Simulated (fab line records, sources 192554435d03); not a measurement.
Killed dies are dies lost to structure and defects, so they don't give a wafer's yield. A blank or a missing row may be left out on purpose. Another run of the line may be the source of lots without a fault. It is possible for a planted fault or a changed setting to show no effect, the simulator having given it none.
What tool caused it? ; flow n5Finfet ; 11 lots, 33 wafers sampled, at 2 steps of a route of 1938

WHAT THE GAUGES SHOWED, per wafer
N5_BEOL_M15_OVL_MEAS_29.
lot;measured;on;M15_OVL (nm)
L524;day 11 04:45;overlay-01;-3 -4 -1
L523;day 11 20:09;overlay-01;-12 -9 -11
L525;day 12 06:25;overlay-02;-5 -3 -10
L532;day 14 02:07;overlay-02;-2 0 1
L537;day 15 07:32;overlay-02;2 1 -5
L539;day 15 16:08;overlay-01;1 -3 -2
L541;day 16 07:01;overlay-02;-4 -3 -5
L538;day 16 07:39;overlay-02;-15 -2 -11
L540;day 16 15:02;overlay-02;-3 -8 -2
L542;day 16 21:37;overlay-02;5 -3 1
L545;day 17 15:32;overlay-01;-7 -9 -9

WHICH TOOL RAN EACH LOT (tool, then ch and the chambers of the sampled wafers, then the start)
lot;N5_BEOL_M15_STRIP_64
L524;rieDiel-03 ch 0,2,3, day 11 04:45 or earlier
L523;rieDiel-06 ch 0,3, day 11 20:09 or earlier
L525;rieDiel-01 ch 1,2, day 12 06:25 or earlier
L532;rieDiel-06 ch 0,1,3, day 14 02:07 or earlier
L537;rieDiel-03 ch 1,2,3, day 15 07:32 or earlier
L539;rieDiel-01 ch 1,3, day 15 16:08 or earlier
L541;rieDiel-03 ch 1,3, day 16 07:01 or earlier
L538;rieDiel-06 ch 2,3, day 16 07:39 or earlier
L540;rieDiel-03 ch 0,3, day 16 15:02 or earlier
L542;rieDiel-01 ch 0,1,2, day 16 21:37 or earlier
L545;rieDiel-03 ch 0,1,2, day 17 15:32 or earlier
- N5_BEOL_M15_STRIP_64: strips in O2.

THE ANSWER, worked out from the rows above alone
Rule: the usual values come from the lots themselves. The widest of any qualifying gaps counts: lots, ordered by their means at a reading, are off when they make up no more than a third of the lots, leave a main group of 4 or more, and stand apart from it by 3 or more times the standard deviation of that group's means. Not used: any main group whose means are identical at the precision the tables above print for the reading. A lot without any number at a reading at which 4 lots or more have one is off too. Where the step has rows for the other lots, those lots are counted as sound.
None of the lots is off at any reading shown; this tells nothing.

WHAT HAD BEEN PUT IN BY THE SIMULATOR
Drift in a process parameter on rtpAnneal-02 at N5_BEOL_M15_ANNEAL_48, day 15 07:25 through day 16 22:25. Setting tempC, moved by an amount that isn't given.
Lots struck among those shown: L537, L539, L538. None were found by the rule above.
